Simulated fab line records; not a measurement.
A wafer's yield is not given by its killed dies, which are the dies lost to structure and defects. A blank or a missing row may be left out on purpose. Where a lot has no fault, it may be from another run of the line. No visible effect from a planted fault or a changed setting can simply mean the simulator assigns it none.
Matching of chambers || flow nandHarc || aldHk-02 running NHARC_A_CHANNEL_FILL_D2_ALD_25: 4 sister chambers
The step deposits SiOx, target thk 60 nm, pulse time 10 s, ald cycles 600. 7 wafers are shown with their chamber, then 8 later ones without.

WAFERS WITH THEIR CHAMBER
{"wafer": "L077.2", "chamber": 1, "heaterPowerW (W)": 531, "heaterPowerOuterW (W)": 296}
{"wafer": "L081.2", "chamber": 2, "heaterPowerW (W)": 554, "heaterPowerOuterW (W)": 296}
{"wafer": "L083.5", "chamber": 3, "heaterPowerW (W)": 445, "heaterPowerOuterW (W)": 244}
{"wafer": "L087.4", "chamber": 2, "heaterPowerW (W)": 547, "heaterPowerOuterW (W)": 290}
{"wafer": "L087.1", "chamber": 0, "heaterPowerW (W)": 455, "heaterPowerOuterW (W)": 262}
{"wafer": "L087.6", "chamber": 3, "heaterPowerW (W)": 430, "heaterPowerOuterW (W)": 249}
{"wafer": "L088.1", "chamber": 0, "heaterPowerW (W)": 452, "heaterPowerOuterW (W)": 245}

WAFERS WITHOUT THEIR CHAMBER
{"wafer": "L088.2", "heaterPowerW (W)": 443, "heaterPowerOuterW (W)": 249}
{"wafer": "L088.5", "heaterPowerW (W)": 442, "heaterPowerOuterW (W)": 248}
{"wafer": "L091.1", "heaterPowerW (W)": 524, "heaterPowerOuterW (W)": 300}
{"wafer": "L091.3", "heaterPowerW (W)": 554, "heaterPowerOuterW (W)": 300}
{"wafer": "L091.2", "heaterPowerW (W)": 449, "heaterPowerOuterW (W)": 260}
{"wafer": "L096.2", "heaterPowerW (W)": 519, "heaterPowerOuterW (W)": 285}
{"wafer": "L096.3", "heaterPowerW (W)": 432, "heaterPowerOuterW (W)": 231}
{"wafer": "L096.4", "heaterPowerW (W)": 531, "heaterPowerOuterW (W)": 292}

EACH ONE'S CHAMBER
{"wafer": "L088.2", "from the rows above": "can't be placed: 3 or 0", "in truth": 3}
{"wafer": "L088.5", "from the rows above": "can't be placed: 3 or 0", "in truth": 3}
{"wafer": "L091.1", "from the rows above": 1, "in truth": 1}
{"wafer": "L091.3", "from the rows above": 2, "in truth": 2}
{"wafer": "L091.2", "from the rows above": "can't be placed: 0 or 3", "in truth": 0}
{"wafer": "L096.2", "from the rows above": 1, "in truth": 1}
{"wafer": "L096.3", "from the rows above": 3, "in truth": 3}
{"wafer": "L096.4", "from the rows above": 1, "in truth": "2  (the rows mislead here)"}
4 of 8 placed correctly. Can't be placed from these rows: 3 (the true chamber is among the candidates in 3). 1 placed wrongly.
How it was worked out, from the rows above alone: a wafer's distance from a chamber is the root of the sum, over the readings, of the square of ((its reading less the chamber's mean) divided by the reading's scatter). The wafer belongs to the nearest chamber; if the next one is less than 2 further off, it can't be placed. A chamber's mean is the mean of its shown wafers. The scatter is the square root of a quotient: the sum, over the shown wafers, of each reading's squared deviation from its chamber's mean, divided by wafers minus chambers.
